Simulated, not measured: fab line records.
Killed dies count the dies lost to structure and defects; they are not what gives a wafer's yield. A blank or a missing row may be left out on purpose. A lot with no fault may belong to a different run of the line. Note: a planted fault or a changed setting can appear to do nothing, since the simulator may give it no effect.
fab line records | flow n5_finfet
record: lots: 4 wafers: 12 last_day: 19
route steps=1938 shown MOL_CONTACT_COAG@542
lots that met no fault: from a run of the same line without faults
start_h: hours from the record's opening day to when the first of the lot's shown wafers began | wait_h: hours from the lot's prior step to this one | " unchanged from the row above | L1.1+2: a single row standing in for several wafers | - either no value or no given start | * or withheld: withheld | < > ~ a bound
route shown NAME@n: names a module that has steps shown in the file, with the first one's number in the route | usual: average and standard deviation across the fault-free wafers | same: alike in all rows | chamber/n: place in a boat | sites: readings site by site | _std_site: the standard deviation of these | _edge_site: mean of outer sites minus mean of inner sites | radius_mm: how far each site lies from the wafer's centre | mask NAME#n: copy n | behind: tool/chamber where the wafer was last shaped | hold: why the lot went on hold/how many hours it stayed there/how the hold came to an end | device: the n, p or np transistor that did not switch | end of line: tests run on the same wafers once the route is complete | step lacking rows: just its recipe | killed: not the wafer's yield, but the dies lost to structure and defects at the first sort | map: a wafer's dies, x killed, . not, _ none there
set.NAME: the setting as run; set.NAME@STEP: as run at that earlier step | model.NAME: the simulator's own value behind a step, which no gauge read
lots at some steps of the route; a table a step, a row a wafer
services: the hour from which a tool's chamber was out of use, counted from the record's first day as start_h (under 0 if before that day), plus the number of hours and why
== steps ==
step: N5_MOL_CONTACT_COAG_PRECLEAN_111
recipe: chemistry: NF3:NH3 afs_cycles: 1 temp_c: 30 time_s: 20 sublimation_temp_c: 180 sublimation_time_s: 60 pressure_torr: 3 rf_power_w: 30
step: N5_MOL_CONTACT_COAG_TI_SIL_19
recipe: material: Ti target_thk_a: 42 temp_c: 200 chamber_pressure_pa: 5 power_w: 5000 time_s: 15
step: N5_MOL_CONTACT_COAG_ALD_20
recipe: material: TiN target_thk_a: 15 temp_c: 400 ald_precursor_family: TiCl4 ald_co_reactant: NH3 pulse_time_s: 1 purge_time_s: 3 co_reactant_purge_time_s: 2 co_reactant_pulse_time_s: 2 ald_cycles: 68 pressure_torr: 3
step: N5_MOL_CONTACT_COAG_SIL_ANNEAL_21
recipe: temp_c: 550 time_s: 60 ambient: N2
step: N5_MOL_CONTACT_COAG_PRE_CLEAN_141
recipe: gas: H2/He time_s: 60 temp_c: 300
step: N5_MOL_CONTACT_COAG_SPUTTER_143
recipe: material: Co target_thk_a: 25 temp_c: 25 chamber_pressure_pa: 0.2
step: N5_MOL_CONTACT_COAG_CO_FILL_22
recipe: material: Co target_thk_a: 200 temp_c: 200 precursor: CCTBA/H2 pressure_torr: 30
step: N5_MOL_CONTACT_COAG_ANNEAL_113
recipe: temp_c: 400 time_s: 300 ambient: H2/N2
step: N5_MOL_CONTACT_COAG_PRE_CLEAN_142
recipe: gas: H2/He time_s: 60 temp_c: 300
step: N5_MOL_CONTACT_COAG_SPUTTER_130
recipe: material: Co target_thk_a: 475 temp_c: 25 chamber_pressure_pa: 0.5 power_w: 3000
step: N5_MOL_CONTACT_COAG_PRECLEAN_125
recipe: chemistry: DIW time_s: 57.5 temp_c: 23
step: N5_MOL_CONTACT_COAG_SRD_126
recipe: dry_time_s: 32 dry: n2_spin spin_rpm: 1500
step: N5_MOL_CONTACT_COAG_CMP_23
recipe: stop_on: SiO2 t_overpolish_s: 1.5 post_cmp_clean: cu_alkaline down_force_psi: 2 platen_rpm: 50.289 pad_velocity_m_s: 1.0006 target_thk_nm: 0
usual: motor_current_A: 8.1/0.83 overpolish_run_s: 1.501/0.009 platen_rpm: 50.29/0.032 time_to_endpoint_s: 7.9/2
columns lot.wafer tool chamber start_h wait_h motor_current_A overpolish_run_s platen_rpm time_to_endpoint_s
L551.3 cmp-03 3 98.47 0.1 7.4 1.497 50.25 6.2
L551.1 " 1 " " 10.0 1.484 50.36 8.3
L551.6 " 3 " " 7.5 1.509 50.29 6.5
L571.4 cmp-03 2 218.44 0.0 8.9 1.487 55.30 5.0
L571.1 " 0 " " 7.5 1.512 55.36 7.3
L571.3 " 1 " " 9.2 1.499 55.38 5.2
L573.2 cmp-03 1 228.74 0.1 9.3 1.494 55.30 5.9
L573.1 " 2 " " 7.9 1.496 55.34 8.7
L573.3 " 3 " " 7.7 1.499 55.32 4.1
L574.3 cmp-01 0 235.27 0.1 7.2 1.500 50.28 11.4
L574.4 " 1 " " 8.6 1.507 50.27 12.7
L574.6 " 0 " " 7.5 1.493 50.29 10.6
step: N5_MOL_CONTACT_COAG_WET_ETCH_26
recipe: target: Co target_depth_nm: 13
step: N5_MOL_CONTACT_COAG_WET_ETCH_116
recipe: chemistry: SC1-inhibited target_depth_nm: 4.6 dry: ipa_marangoni rinse_time_s: 30 rinse_temp_c: 23
step: N5_MOL_CONTACT_COAG_ALD_27
recipe: material: SiOC target_thk_a: 170 temp_c: 400 ald_precursor_family: carbosiloxane ald_co_reactant: H2-plasma pulse_time_s: 1.5 time_s: 2720 purge_time_s: 2 co_reactant_purge_time_s: 2 ald_cycles: 340 pressure_torr: 2
step: N5_MOL_CONTACT_COAG_CMP_28
recipe: stop_on: SiNx t_overpolish_s: 0.85 post_cmp_clean: alkaline_brush down_force_psi: 4.15 platen_rpm: 51.8 pad_velocity_m_s: 1.0307 target_thk_nm: 14.522
step: N5_MOL_CONTACT_COAG_ALD_123
recipe: material: SiNx target_thk_a: 50 temp_c: 400 ald_precursor_family: SiH2I2 ald_co_reactant: N2/H2-plasma pulse_time_s: 1 purge_time_s: 2 co_reactant_purge_time_s: 2 ald_cycles: 100 pressure_torr: 2
step: N5_MOL_CONTACT_COAG_PECVD_31
recipe: material: SiO2 target_thk_a: 460 temp_c: 400 precursor: TEOS/O2 pressure_torr: 6.5 rf_w: withheld teos_flow_sccm: withheld gas: O2 flow_sccm: 2650 time_s: 8.9
step: N5_MOL_CONTACT_COAG_COAT_75
recipe: resist: SOC temp_c: 250 time_s: 60 spin_rpm: 1500 resist_thk_nm: 60
step: N5_MOL_CONTACT_COAG_COAT_76
recipe: resist: SiARC temp_c: 220 time_s: 60 spin_rpm: 1500 resist_thk_nm: 10
step: N5_MOL_CONTACT_COAG_COAT_77
recipe: resist: underlayer temp_c: 205 time_s: 60 spin_rpm: 1500 resist_thk_nm: 10
step: N5_MOL_CONTACT_COAG_COAT_78
recipe: resist: CAR-EUV spin_rpm: 1500 resist_thk_nm: 40
step: N5_MOL_CONTACT_COAG_EBR_80
recipe: solvent: PGMEA ebr_width_mm: 1.5
step: N5_MOL_CONTACT_COAG_SOFTBAKE_79
recipe: temp_c: 110 time_s: 60 resist: CAR-EUV
step: N5_MOL_CONTACT_COAG_EXPOSE_81
recipe: mask_id: VG na: 0.33 source_shape: annular sigma_inner: 0.3 sigma_outer: 0.7 polarization: unpolarized defocus_nm: 0 dose_mj: 59.5
step: N5_MOL_CONTACT_COAG_PEB_82
recipe: peb_temp_c: 100 peb_time_s: 60 resist: CAR-EUV
step: N5_MOL_CONTACT_COAG_DEVELOP_83
recipe: develop_time_s: 30 developer: TMAH resist: CAR-EUV rinse_liquid: surfactant_rinse dry: air_spin dev_temp_c: 23
step: N5_MOL_CONTACT_COAG_DESCUM_88
recipe: chemistry: O2 time_s: 7 source_power_w: 50 bias_power_w: 20 pressure_mtorr: 20 rf_frequency_hz: 2.712e+07 temp_c: 40 resist: CAR-EUV o2_flow_sccm: 225
step: N5_MOL_CONTACT_COAG_ETCH_89
recipe: chemistry: N2/H2 target: underlayer target_depth_a: 130 mask_material: CAR-EUV time_s: 10.4 ion_energy_ev: 200 pressure_mtorr: 30 source_w: 840 bias_w: 150 n2_flow_sccm: 200 h2_flow_sccm: 200 ends: cleared
step: N5_MOL_CONTACT_COAG_ETCH_90
recipe: chemistry: CF4 target: SiARC target_depth_a: 130 mask_material: CAR-EUV time_s: 21.7 ion_energy_ev: 80 pressure_mtorr: 40 source_w: 545 bias_w: 36 Ar_flow_sccm: 100 cf4_flow_sccm: 100 ends: cleared
step: N5_MOL_CONTACT_COAG_ALD_131
recipe: material: SiO2 target_thk_a: 50 temp_c: 100 ald_precursor_family: BDEAS ald_co_reactant: O2-plasma pulse_time_s: 1 co_reactant_pulse_time_s: 1 purge_time_s: 2 co_reactant_purge_time_s: 2 ald_cycles: 35 pressure_torr: 2
step: N5_MOL_CONTACT_COAG_ETCHBACK_132
recipe: chemistry: CHF3 target: SiO2 target_depth_a: 100 time_s: 6.7 ion_energy_ev: 200 pressure_mtorr: 30 source_w: 610 bias_w: 170 Ar_flow_sccm: 200 CHF3_flow_sccm: 50
step: N5_MOL_CONTACT_COAG_ETCH_91
recipe: chemistry: N2/H2 target: SOC target_depth_a: 600 overetch_a: 210 mask_material: SiARC temp_c: 40 time_s: 101.2 ion_energy_ev: 200 pressure_mtorr: 30 source_w: 840 bias_w: 150 n2_flow_sccm: 200 h2_flow_sccm: 200
step: N5_MOL_CONTACT_COAG_STRIP_92
recipe: chemistry: N2/H2 temp_c: 40 n2_flow_sccm: 200 h2_flow_sccm: 200 rf_frequency_hz: 6e+07
step: N5_MOL_CONTACT_COAG_STRIP_93
recipe: chemistry: N2/H2 temp_c: 40 n2_flow_sccm: 200 h2_flow_sccm: 200 rf_frequency_hz: 6e+07
step: N5_MOL_CONTACT_COAG_ETCH_47
recipe: chemistry: CH3F/O2 target: SiNx target_depth_a: 270 mask_material: SiO2 stop_on: W over_etch_frac: 0.2 ion_energy_ev: 120 endpoint: OES-CN pressure_mtorr: 30 source_w: 395 bias_w: 73 Ar_flow_sccm: 150 CH3F_flow_sccm: 30 O2_flow_sccm: 20 ends: end_point
usual: bias_w: 73.02/0.2 drypump_motor_current_A: 5.9/0.42 etch_rf_on_time_s: 31.5/0.71 oes_product_au: 0.69/0.061 rf_fwd_power_W: 386.6/1.9 rf_vpp_V: 295/7.6 showerhead_plenum_p_Torr: 2.01/0.056 throttle_valve_pct: 16.40/0.24
same: over_etch_frac: 0.2
columns lot.wafer tool chamber start_h wait_h bias_w drypump_motor_current_A etch_rf_on_time_s oes_product_au rf_fwd_power_W rf_hours_counter_h rf_vpp_V showerhead_plenum_p_Torr throttle_valve_pct model.etch.depth_nm
L551.1 rie_diel-06 2 103.13 0.0 73.22 5.3 31.7 0.67 387.8 167 288 1.99 16.24 17.78
L551.3 " 0 " " 73.12 5.7 30.4 0.73 390.6 97 283 2.11 16.37 17.98
L551.6 " 1 " " 73.20 6.5 31.6 0.64 385.7 - 304 2.07 16.62 17.99
L571.1 rie_diel-01 1 222.92 0.0 72.95 5.9 31.3 0.63 385.6 186 298 1.92 16.49 17.74
L571.3 " 0 " " 72.99 6.5 32.3 0.67 390.4 157 300 2.07 16.43 17.76
L571.4 " 2 " " 73.34 6.2 30.4 0.79 389.7 45 296 2.04 16.41 17.86
L573.1 rie_diel-01 0 233.09 0.0 73.04 6.4 32.2 0.67 387.6 160 301 2.07 16.43 17.78
L573.2 " 2 " " 73.07 6.2 30.4 0.79 387.2 49 298 2.04 16.41 17.75
L573.3 " 3 " " 72.83 6.1 30.1 0.64 388.6 243 305 1.97 16.74 17.82
L574.3 rie_diel-06 3 240.82 0.0 73.20 5.3 31.9 0.71 385.0 59 297 2.05 16.43 17.72
L574.4 " 3 " " 73.31 5.3 32.6 0.72 386.8 - 300 2.05 16.43 18.09
L574.6 " 0 " " 73.01 5.7 30.6 0.68 389.1 - 282 2.10 16.46 17.81
== services ==
columns tool chamber start_h hours kind
cmp-01 - 117.98 0.6 repair
cmp-01 - 124.82 5.8 repair
cmp-01 - 162.61 1.0 repair
cmp-01 - 173.77 0.7 repair
cmp-01 - 177.34 6.2 pm
cmp-01 - 198.41 2.6 repair
rie_diel-06 1 220.53 - clean
rie_diel-06 1 220.53 - consumable_replace:focus_ring
rie_diel-06 1 220.53 20.2 scheduled_down
rie_diel-06 1 220.53 20.2 vent_cycle
cmp-01 - 231.61 2.1 repair
cmp-03 - 237.91 4.0 pm
== key ==
first_sign: step: N5_MOL_CONTACT_COAG_CMP_23 reading: platen_rpm direction: up sigmas: 99+ usual: 50.29 struck: 55.33
effect none on later readings
model_effect: step: N5_MOL_CONTACT_COAG_ETCH_47 value: etch.depth_nm without: 17.99 struck: 17.79
met_at N5_MOL_CONTACT_COAG_CMP_23
struck_wafers L571.1,L571.3,L571.4,L573.1,L573.2,L573.3
tester_left_out L571,L573
baseline_loss: step: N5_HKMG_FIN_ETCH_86 wafers: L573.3
onset_between 98.47 218.44
fault: kind: process_parameter_drift tool: cmp-03 chamber: - onset_h: 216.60 steps: N5_MOL_CONTACT_COAG_CMP_23 channel: platen_rpm offset: 5.0289 shape: step end_h: 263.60 acts_in: these_recipes_only stated: 50.289
tester_left_out: of these lots the tester's yield and bins aren't shown, on N5 and GAA mostly nor the transistor test; their killed dies are dies lost to structure and defects alone, not to doping, threshold or leakage, so they don't give the yield
baseline_loss: these wafers lose ten dies or more at that step, a loss of the line's own and not of a fault; the sort's usual values leave them out
